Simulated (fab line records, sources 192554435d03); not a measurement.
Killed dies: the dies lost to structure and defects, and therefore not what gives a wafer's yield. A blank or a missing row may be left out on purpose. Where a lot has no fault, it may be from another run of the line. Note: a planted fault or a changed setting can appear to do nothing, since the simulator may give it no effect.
Problem report, 8D (eight disciplines) form, completed by code -- flow n5Finfet -- the parts of the form that need people (team, actions taken, sign-off) are left out
Where a reading is given only as a bound, like >300, the bound stands for it, and a mean or a difference that rests on one is marked > or <: the true number lies beyond.

1. PROBLEM STATEMENT
rawDefectCount at N5_PMOS_HMC_CHANNEL_EPI_INSPECT_11 reads a mean of >300 on 6 wafers of 2 lots; wafers without a fault read 2.2 with a standard deviation of 1.4. So: +99 or more standard deviations from the usual mean.
The step: inspects for defects (macro).
First seen on wafer L438.3, day 6 17:05, on defectInspect-01. The record has a number at this step for 33 wafers belonging to 11 lots. By rule, "out" or "out of limits" means more than 4 standard deviations away from the usual mean. The rest of the wafers with a number are treated as sound.

2. WHAT THIS IS AND IS NOT
question,is,is not
which readings at this step,rawDefectCount,-
which lots,"L438, L439","L418, L425, L426, L428, L429, L430, L437, L440, L441"
which wafers of those lots,all that have a number,-
read on which gauges,"defectInspect-01, defectInspect-02",-
when,from day 6 17:05,"up to then (21 sound wafers); but 6 sound wafers of L440, L441 came after"

3. WHAT RULES OUT EACH SUSPECT
Counting: a tool at a process step up to the reading stays a suspect if it ran every lot that is out and no sound lot after the first of them.
- the gauge at N5_PMOS_HMC_CHANNEL_EPI_INSPECT_11 is ruled out. 2 gauges (defectInspect-01, defectInspect-02) read the wafers that are out.
- plasmaAsher-02 at N5_ZERO_LAYER_STRIP_24 (strips in O2): ruled out as a lasting fault. Sound lots L440 ran on it after its first lot that is out, L438 (day 6 13:04).
- pecvd-01 at N5_PMOS_HMC_CHANNEL_EPI_HM_DEP_34 (deposits SiO2 from TEOS/O2, target thk 36 nm, time 6.9 s): kept. It ran every lot that is out, first L438 (day 6 16:38), and no sound lot after that; its last sound lot up to then is L426 (day 3 16:35).
Remaining after the count: pecvd-01 at N5_PMOS_HMC_CHANNEL_EPI_HM_DEP_34.

4. THE CAUSE (what the simulator had put in)
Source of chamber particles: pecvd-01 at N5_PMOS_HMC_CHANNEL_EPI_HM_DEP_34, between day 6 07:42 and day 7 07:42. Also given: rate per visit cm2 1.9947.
Counting left only this tool.

5. THE EFFECT CHAIN, in route order
One row per reading whose mean, taken over the struck wafers that have a number, lies over 3 standard deviations from the usual. Readings are gone through only where the record gives a usual standard deviation; hours: the median, over the lots, of the time from a lot's start at the first step in this table giving one to that lot's start at this step; sigmas: the change measured in usual standard deviations.
hours,step,reading,usual,on struck wafers,change,sigmas
0,N5_PMOS_HMC_CHANNEL_EPI_INSPECT_11,rawDefectCount,2.2,>300,>+298,+99 or more
283,N5_PASSIVATION_PROBE_49,killedAtFrontEnd,36,180,+144,+15
283,N5_PASSIVATION_PROBE_49,killedDies,101,231,+130,+7.2
It contains these process steps:
- N5_PASSIVATION_PROBE_49

6. HOW IT WOULD HAVE BEEN CAUGHT EARLIER
Counted from the fault's start at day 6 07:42, it took 9 hours until the first out-of-limits reading at a measuring or inspecting step in this record, taken at day 6 17:05.
Tool readings at N5_PMOS_HMC_CHANNEL_EPI_HM_DEP_34 with a usual standard deviation given in the record: none out on any struck wafer, hence no alarm at a limit of 4 standard deviations on them.
L439, from the lots that are out (2), started N5_PMOS_HMC_CHANNEL_EPI_HM_DEP_34 on pecvd-01 later than day 6 17:05. Had the tool been put on hold then, it would have been spared.
